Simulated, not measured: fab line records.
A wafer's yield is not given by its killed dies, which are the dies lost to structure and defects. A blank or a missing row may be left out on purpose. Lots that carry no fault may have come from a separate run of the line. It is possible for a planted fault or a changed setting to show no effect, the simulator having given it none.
A struck lot beside a sound one	flow n5 finfet	38 out of 1938 route steps
Sound: wafers L775.2, L775.3, L775.5. Struck: wafer L782.4 (L782.1, L782.5, from the same lot, were not struck and are left out); the cause is given at the end.
Each step with rows lists, per side, the tool, then ch with its chambers, then its first start. Under that, the readings that differ: sound wafers	struck wafers	difference of the means	sigmas: that difference in standard deviations of wafers without a fault.
alike: words and numbers the same on both sides, and readings whose means are apart by under 2 such deviations; not compared: readings that were withheld, readings missing a value for some wafer, numbers with overlapping values and no deviation given by the record, and bounds like >300 which may hide the same value.
Wherever a step has rows on one side only, a row that says differs or no value, or a row with sigmas, the two part there. Non-overlapping numbers with no deviation appear without sigmas and do not part them. A reading missing from all wafers of one side parts the sides only when that side holds two or more wafers.

first, 9 steps without rows for these wafers: N5_BEOL_M0_CUTY_EBR_52; N5_BEOL_M0_CUTY_SOFTBAKE_53 (time 60 s); N5_BEOL_M0_CUTY_EXPOSE_54 (exposes mask M0 ABLK); N5_BEOL_M0_CUTY_PEB_55 (peb time 60 s); N5_BEOL_M0_CUTY_DEVELOP_56 (develop time 30 s); N5_BEOL_M0_CUTY_DESCUM_61 (chemistry O2, time 7.9 s); N5_BEOL_M0_CUTY_ETCH_62 (etches SiARC in CF4, time 58.5 s); N5_BEOL_M0_CUTY_ETCH_63 (etches SOC in N2/H2, target depth 82.7 nm, overetch 16.5 nm, time 124 s); N5_BEOL_M0_CUTY_STRIP_64 (strips in N2/H2).
N5_BEOL_M0_ETCH_138: etches SiCN in CH3F/O2, target depth 12 nm, time 31.6 s.
  sound on rie diel-03 ch 0,3, day 6 17:14; struck on rie diel-03 ch 1, day 8 15:15
reading	sound	struck	difference	sigmas
etch rf on time s (s)	28.7 27.8 29.2	30.6	+2.0	+2
  alike: O2_flow_sccm, chamber pressure mTorr, drypump motor current A, oes product au, rf fwd power W, rf vpp V, showerhead plenum p Torr, throttle valve pct
  not compared: rf hours counter h
then, 27 steps without rows for these wafers: N5_BEOL_M0_HM_OPEN_105 (chemistry Cl2/BCl3, target TiN, target depth 12 nm); N5_BEOL_M0_STRIP_140 (strips in CF4); N5_BEOL_M0_STRIP_104 (strips in N2/H2); N5_BEOL_M0_WET_ETCH_106 (etches SiO2 in DHF, target depth 130 nm, rinse time 30 s); N5_BEOL_M0_ETCH_128 (etches SiCN in CF4/N2, target depth 12 nm, overetch 5.1 nm, time 21.4 s); N5_BEOL_M0_TRENCH_ETCH_107 (etches SiOC in C4F6/O2, target depth 32.8 nm, time 16.4 s); N5_BEOL_M0_STRIP_142 (strips in N2/H2, time 10 s); N5_BEOL_M0_HM_STRIP_129 (strips TiN in peroxide tin strip, target depth 17 nm, time 108 s); N5_BEOL_M0_SRD_130 (time 30 s); N5_BEOL_M0_ETCH_109 (etches SiCN in CH3F/O2, target depth 8 nm, overetch 2.4 nm, time 27.4 s); N5_BEOL_M0_STRIP_139 (strips in post etch residue remover, time 60 s); N5_BEOL_M0_SRD_111 (time 30 s); N5_BEOL_M0_DEGAS_112 (time 60 s); N5_BEOL_M0_PRE_CLEAN_113 (time 30 s); N5_BEOL_M0_ALD_136 (deposits TaN, pulse time 2 s, purge time 3 s, co reactant purge time 2 s); N5_BEOL_M0_SURFACE_TREAT_137; N5_BEOL_M0_CVD_115 (deposits Co from CCTBA/H2, time 120 s); N5_BEOL_M0_SPUTTER_116 (material Cu, target thk 4 nm, time 7.37 s); N5_BEOL_M0_ANNEAL_117 (time 60 s); N5_BEOL_M0_SPUTTER_132 (material Cu, target thk 4 nm, time 7.37 s); N5_BEOL_M0_ANNEAL_133 (time 60 s); N5_BEOL_M0_SPUTTER_134 (material Cu, target thk 4 nm, time 7.37 s); N5_BEOL_M0_ANNEAL_135 (time 60 s); N5_BEOL_M0_SPUTTER_141 (material Cu, target thk 4 nm, time 7.37 s); N5_BEOL_M0_ECD_118 (material Cu, target thk 300 nm); N5_BEOL_M0_ANNEAL_119 (time 90 s); N5_BEOL_M0_CMP_120 (polishes, stops on SiOC, t overpolish 6.9 s).
-- the record jumps here: 6 days lie between the struck wafers' starts before and after (it left off in module BEOL_M0 and takes up again in module PASSIVATION, whose first step shown is number 1936 of the route) --
N5_PASSIVATION_PROBE_49:
  the record has rows for the struck wafers here (prober-01, day 14 17:44) and none for the sound ones

## WHERE THEY PART
At N5_BEOL_M0_ETCH_138 first; at N5_PASSIVATION_PROBE_49 last (within this record only).

WHY: the cause the simulator had injected
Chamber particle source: rie diel-03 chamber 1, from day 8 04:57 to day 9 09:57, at N5_BEOL_M0_ETCH_138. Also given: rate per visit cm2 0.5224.
